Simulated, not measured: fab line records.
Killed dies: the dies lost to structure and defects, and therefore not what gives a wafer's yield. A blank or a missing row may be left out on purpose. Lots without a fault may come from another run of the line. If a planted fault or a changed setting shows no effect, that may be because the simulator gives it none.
Code-filled problem report in 8D (eight disciplines) form	flow n5Finfet	the parts of the form that need people (team, actions taken, sign-off) are left out

== 1. THE ISSUE ==
barrierFieldEndpointS at N5_BEOL_M15_CMP_49 reads a mean of 6.33 s on 3 wafers of 3 lots; wafers without a fault read 11.35 s with a standard deviation of 0.3. Relative to the usual mean, that is a shift of -17 standard deviations.
The step: polishes, stops on SiO2, t overpolish 4.9 s, target thk 850 nm.
First seen on wafer L806.1, day 16 00:43, on cmp-04. Wafers with a number at this step in the record: 37, from 13 lots. By rule, "out" or "out of limits" means more than 4 standard deviations away from the usual mean. Any other wafer with a number is counted as sound.

== 2. WHAT IT IS, WHAT IT ISN'T ==
question	is	is not
which readings at this step	barrierFieldEndpointS	motorCurrentA, overpolishRunS, platenRpm, retainingRingPressureFrac
which lots	L806, L809, L810	L791, L792, L794, L796, L797, L799, L800, L803, L812, L813
which wafers of those lots	L806.1, L809.5, L810.5	L806.4, L809.2, L809.6, L810.4
read on which tools	cmp-04	cmp-01, cmp-02
when	from day 16 00:43	up to then (25 sound wafers); but 9 sound wafers of L809, L810, L812, L813 came after

== 3. THE SUSPECTS, EACH WITH WHAT RULES IT OUT ==
Counting: if a tool at a process step up to the reading ran every lot that is out, it stays a suspect. Sound lots after the first of them don't rule it out here, since some wafers of a struck lot are sound.
- cmp-04 at N5_BEOL_M15_CMP_49 (polishes, stops on SiO2, t overpolish 4.9 s, target thk 850 nm): kept. It processed each lot that is out (first: L806, day 16 00:43); up to then, its last sound lot is L803 (day 14 17:04). On those wafers its own readings are out: barrierFieldEndpointS.
Left after counting: cmp-04 at N5_BEOL_M15_CMP_49.

== 4. THE CAUSE (what the simulator had put in) ==
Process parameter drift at N5_BEOL_M15_CMP_49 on cmp-04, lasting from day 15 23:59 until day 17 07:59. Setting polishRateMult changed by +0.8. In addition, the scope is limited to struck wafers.
Counting left only this tool.

== 5. THE CHAIN OF EFFECTS, in route order ==
Each row: a reading where the mean over the struck wafers with a number is more than 3 standard deviations away from the usual. Only readings for which the record gives a usual standard deviation are gone through. hours: the time from each lot's start at the first step in this table that gives one to its start at this step, as a median over the lots. sigmas: the change in usual standard deviations.
hours	step	reading	usual	on struck wafers	change	sigmas
0	N5_BEOL_M15_CMP_49	barrierFieldEndpointS	11.35 s	6.33	-5.02	-17
The process steps in it:
- N5_BEOL_M15_CMP_49: polishes, stops on SiO2, t overpolish 4.9 s, target thk 850 nm.

== 6. HOW IT WOULD HAVE BEEN CAUGHT EARLIER ==
In this record the first reading out of limits was taken at day 16 00:43, 1 hour after the fault began at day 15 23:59.
